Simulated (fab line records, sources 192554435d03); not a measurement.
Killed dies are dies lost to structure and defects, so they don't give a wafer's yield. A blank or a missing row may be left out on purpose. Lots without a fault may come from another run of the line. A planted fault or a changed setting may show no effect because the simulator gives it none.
Chamber matching | flow n5_finfet | N5_FIN_SAQP_PECVD_47 on pecvd-02: 3 sister chambers
The step deposits a-Si from SiH4/He, target thk 45 nm, time 36.3 s. 3 wafers are shown with their chamber, then 7 later ones without.

WAFERS WITH THEIR CHAMBER
wafer  | chamber | heater_power_w (W)
L080.5 | 1       | 795
L092.2 | 0       | 789
L092.3 | 2       | 985

WAFERS WITHOUT THEIR CHAMBER
wafer  | heater_power_w (W)
L092.4 | 795
L093.1 | 819
L093.3 | 685
L093.6 | 963
L097.1 | 728
L097.3 | 888
L097.5 | 887

WHICH CHAMBER EACH WENT THROUGH
wafer  | from the rows above          | in truth
L092.4 | can't be placed: 1 or 0      | 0
L093.1 | can't be placed: 1 or 0      | 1
L093.3 | can't be placed: 0 or 1      | 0
L093.6 | 2                            | 2
L097.1 | can't be placed: 0 or 1      | 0
L097.3 | can't be placed: 1 or 2 or 0 | 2
L097.5 | can't be placed: 1 or 0 or 2 | 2
Placed correctly: 1 of 7. Can't be placed from these rows: 6 (the true chamber is among the candidates in 6). Placed wrongly: 0.
How it was worked out, from the rows above alone: a wafer's distance from a chamber is the root of the sum, over the readings, of the square of ((its reading less the chamber's mean) divided by the reading's scatter). The wafer belongs to the nearest chamber; if the next one is less than 2 further off, it can't be placed. A chamber's mean is the mean of its shown wafers. The scatter: with one shown wafer a chamber, the root of the mean of the squares of how far each hidden wafer lies from its nearest shown one.
